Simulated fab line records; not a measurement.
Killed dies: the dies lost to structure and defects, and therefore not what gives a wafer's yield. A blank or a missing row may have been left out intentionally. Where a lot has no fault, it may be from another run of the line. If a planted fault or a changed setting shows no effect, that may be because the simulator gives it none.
Which of the tools did it?	flow n5 finfet	Sampling: 11 lots, 30 wafers, 5 of 1938 route steps

WHAT THE GAUGES READ, wafer by wafer
N5_BEOL_M12_OVL_MEAS_29. Usual: for M12_OVL the level is 7 nm and the standard deviation is 5.4.
lot	measured	on	M12_OVL (nm)	flag
L482	day 10 20:22	overlay-01	13 -3 0	
L483	day 11 04:53	overlay-02	3 0 6	
L485	day 11 08:34	overlay-02	10 3 11	
L484	day 11 12:56	overlay-02	2 10 14	
L487	day 12 16:45	overlay-02	4 11 3	
L486	day 12 17:22	overlay-01	16 10	
L494	day 14 04:31	overlay-01	14 4	
L496	day 14 10:35	overlay-01	15 5	
L499	day 15 18:32	overlay-02	17 10 14	
L500	day 15 18:55	overlay-01	0 12 9	
L503	day 17 01:28	overlay-01	11 16 13	

N5_BEOL_M13_THK_MEAS_01. Usual: for M13_ILD_THK the level is 837 nm and the standard deviation is 9.9.
lot	measured	on	M13_ILD_THK (nm)	flag
L482	day 11 00:25	film metro-01	836 832 834	
L483	day 11 08:47	film metro-01	834 834 851	
L485	day 11 11:46	film metro-01	833 818 830	
L484	day 11 20:23	film metro-01	832 826 846	
L487	day 12 19:12	film metro-01	838 849 850	
L486	day 12 21:58	film metro-01	839 843	
L494	day 14 08:13	film metro-02	815 836	
L496	day 14 15:17	film metro-02	822 838	
L499	day 15 21:26	film metro-01	834 828 818	
L500	day 15 21:44	film metro-02	819 827 837	
L503	day 17 04:40	film metro-02	826 834 833	

WHAT TOOL EACH LOT RAN ON (gives the tool, then ch and the chambers of the sampled wafers, and finally the start)
lot	N5_BEOL_M12_SPUTTER_44	N5_BEOL_M12_CMP_49	N5_BEOL_M13_ILD_DEP_00
L482	pvd sputter-02, day 10 23:08	cmp-04 ch 0,1,2, day 10 23:52	pecvd-01 ch 0,1,2, day 11 00:20
L483	pvd sputter-01, day 11 06:38	cmp-01 ch 0,2,3, day 11 08:12	pecvd-03 ch 1,2, day 11 08:38
L485	pvd sputter-02, day 11 10:29	cmp-04 ch 0,1,2, day 11 11:13	pecvd-02 ch 0,2, day 11 11:37
L484	pvd sputter-01, day 11 19:07	cmp-01 ch 1,2,3, day 11 19:50	pecvd-01 ch 0,2, day 11 20:14
L487	pvd sputter-02, day 12 17:56	cmp-03 ch 0,1,3, day 12 18:34	pecvd-03 ch 1,2, day 12 19:03
L486	pvd sputter-01, day 12 20:41	cmp-04 ch 3, day 12 21:22	pecvd-01 ch 0,2, day 12 21:49
L494	pvd sputter-01, day 14 06:55	cmp-01 ch 2,3, day 14 07:36	pecvd-01 ch 1,2, day 14 08:02
L496	pvd sputter-01, day 14 13:53	cmp-01 ch 1,2, day 14 14:43	pecvd-01 ch 1,2, day 14 15:08
L499	pvd sputter-02, day 15 20:08	cmp-03 ch 0,1,3, day 15 20:49	pecvd-02 ch 0,1,2, day 15 21:17
L500	pvd sputter-02, day 15 20:28	cmp-01 ch 1,2,3, day 15 21:08	pecvd-02 ch 0,1,2, day 15 21:35
L503	pvd sputter-03, day 17 03:21	cmp-01 ch 0,2,3, day 17 04:02	pecvd-01 ch 0,1,2, day 17 04:31
- N5_BEOL_M12_SPUTTER_44: material Ta, target thk 10 nm, time 16.13 s.
- N5_BEOL_M12_CMP_49: polishes, stops on SiOC, t overpolish 20.6 s, target thk 320 nm.
- N5_BEOL_M13_ILD_DEP_00: deposits SiOC from DEMS/O2, target thk 837.92 nm, time 166.4 s.

WHAT THE TOOLS THEMSELVES READ (means of the sampled wafers that have a number; where no wafer has one, the mark that the record gives instead)
N5_BEOL_M12_SPUTTER_44. Usual: bias v 80.0 V, standard deviation 0.87; throttle valve pct 29.6 %, standard deviation 1.2.
lot	tool	bias v (V)	throttle valve pct (%)	flag
L482	pvd sputter-02	79.3	30.0	
L483	pvd sputter-01	81.5	28.1	
L485	pvd sputter-02	79.8	29.7	
L484	pvd sputter-01	80.0	29.2	
L487	pvd sputter-02	79.9	30.3	
L486	pvd sputter-01	80.3	30.4	
L494	pvd sputter-01	79.2	29.9	
L496	pvd sputter-01	79.9	29.6	
L499	pvd sputter-02	80.6	30.1	
L500	pvd sputter-02	79.7	29.4	
L503	pvd sputter-03	80.6	30.6	

N5_BEOL_M12_CMP_49. Usual: barrier field endpoint s 30.1 s, standard deviation 0.73; motor current A 6.2 A, standard deviation 0.93; slurry filter dp kPa 13.50 kPa, standard deviation 0.13.
lot	tool	barrier field endpoint s (s)	motor current A (A)	slurry filter dp kPa (kPa)	flag
L482	cmp-04	30.7	5.4	13.61	
L483	cmp-01	29.7	6.9	13.54	
L485	cmp-04	30.5	5.4	13.51	
L484	cmp-01	29.5	7.0	13.72	
L487	cmp-03	30.7	6.0	13.46	
L486	cmp-04	29.3	6.4	13.53	
L494	cmp-01	33.5	6.9	13.41	OFF
L496	cmp-01	33.6	7.7	13.45	OFF
L499	cmp-03	29.8	5.8	13.44	
L500	cmp-01	29.7	7.3	13.41	
L503	cmp-01	30.1	7.1	13.66	

N5_BEOL_M13_ILD_DEP_00. Usual: heater power outer w 306 W, standard deviation 54; heater power w 537 W, standard deviation 75; showerhead plenum p Torr 5.700 Torr, standard deviation 0.018; throttle valve pct 11.5 %, standard deviation 0.55.
lot	tool	heater power outer w (W)	heater power w (W)	showerhead plenum p Torr (Torr)	throttle valve pct (%)	flag
L482	pecvd-01	299	510	5.696	11.5	
L483	pecvd-03	284	508	5.706	12.0	
L485	pecvd-02	267	498	5.698	11.2	
L484	pecvd-01	365	563	5.681	11.0	
L487	pecvd-03	310	576	5.710	11.7	
L486	pecvd-01	328	537	5.693	11.1	
L494	pecvd-01	326	554	5.691	11.7	
L496	pecvd-01	348	580	5.681	11.9	
L499	pecvd-02	297	554	5.698	11.7	
L500	pecvd-02	302	568	5.702	11.7	
L503	pecvd-01	306	523	5.694	11.5	

THE ANSWER, worked out from the rows above alone
Rule: a lot is off if the mean of its wafers that have a number lies more than 3 standard deviations from the usual mean. A lot without any number at a reading at which 4 lots or more have one is off too. Where the step has rows for the other lots, those lots are counted as sound. The gauges are gone through in route order, then the tools' own readings, and for those a lot's mean is taken as printed above. The first step at which some lot is off is used, and at that step the reading that is off furthest; a lot without a number counts as furthest.
Off at N5_BEOL_M12_CMP_49 (barrier field endpoint s): L494, L496.
A tool fits if, at that step or a process step before it, it ran every lot that is off, and no sound lot after the first of them. One fits: N5_BEOL_M12_SPUTTER_44 on pvd sputter-01. A fault onset in the window from L486 (day 12 20:41, its last sound lot) to L494 (day 14 06:55, its first lot off) fits.

WHAT THE SIMULATOR HAD INSERTED
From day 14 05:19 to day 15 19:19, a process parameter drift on pvd sputter-01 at N5_BEOL_M12_SPUTTER_44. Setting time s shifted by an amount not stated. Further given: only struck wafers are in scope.
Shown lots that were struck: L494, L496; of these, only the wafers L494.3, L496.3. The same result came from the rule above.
